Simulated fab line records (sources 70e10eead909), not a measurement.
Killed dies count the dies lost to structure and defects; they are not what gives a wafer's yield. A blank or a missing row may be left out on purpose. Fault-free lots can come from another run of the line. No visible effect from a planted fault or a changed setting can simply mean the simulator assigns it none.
Matching of chambers ; flow nand harc ; NHARC_A_STAIRCASE_TRIM_229 on rie diel-11 has 4 sister chambers
The step chemistry O2, time 211.2 s. 18 wafers are shown with their chamber, then 9 later ones without.

== WAFERS WITH THEIR CHAMBER ==
wafer;chamber;drypump motor current A (A);showerhead plenum p Torr (Torr);oes product au (a.u.)
L074.2;2;5.5;3.40;0.991
L074.3;0;5.3;3.75;1.009
L074.5;1;6.4;3.61;1.006
L079.2;3;6.3;3.62;1.005
L079.5;0;5.3;3.74;0.995
L079.6;1;6.4;3.60;0.996
L080.3;1;6.4;3.59;1.007
L080.4;0;5.3;3.74;0.992
L080.6;1;6.4;3.59;1.014
L083.1;1;6.4;3.59;1.010
L083.5;2;5.6;3.38;1.003
L083.6;1;6.4;3.59;1.012
L083.2;0;5.3;3.74;1.003
L083.3;2;5.6;3.38;1.000
L083.4;3;6.3;3.61;1.000
L088.2;3;6.3;3.61;1.010
L088.3;2;5.6;3.37;0.992
L088.6;0;5.3;3.73;1.013

SIGNATURES (means of the wafers above)
reading;chamber 0;chamber 1;chamber 2;chamber 3;scatter within a chamber
drypump motor current A;5.300;6.400;5.575;6.300;0.0231
showerhead plenum p Torr;3.7400;3.5950;3.3825;3.6133;0.00883
oes product au;1.00240;1.00750;0.99650;1.00500;0.00696
Rule: a wafer's distance from a chamber is the root of the sum, over the readings, of the square of ((its reading less the chamber's mean) divided by the reading's scatter). If the next closest chamber is less than 2 further off than the closest, the wafer can't be placed; otherwise it belongs to the closest. The scatter: take each reading less its chamber's mean, square it, sum over the shown wafers, divide by the number of wafers less the number of chambers, and take the root.

== WAFERS WITHOUT THEIR CHAMBER ==
wafer;drypump motor current A (A);showerhead plenum p Torr (Torr);oes product au (a.u.)
L090.4;6.4;3.57;1.021
L090.5;5.6;3.37;1.009
L090.6;6.3;3.60;1.009
L095.1;6.4;3.57;1.009
L095.4;6.3;3.59;0.989
L095.5;5.5;3.36;1.011
L096.2;5.3;3.71;1.017
L096.4;5.5;3.36;1.001
L096.5;6.4;3.57;1.015

== CHAMBER TAKEN BY EACH ==
wafer;from the rows above;in truth
L090.4;1;1
L090.5;2;2
L090.6;3;3
L095.1;1;1
L095.4;can't be placed: 3 or 1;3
L095.5;2;2
L096.2;0;0
L096.4;2;2
L096.5;1;1
8 of 9 placed correctly. These rows do not allow placing 1 (true chamber among the candidates in 1). Number placed wrongly: 0.
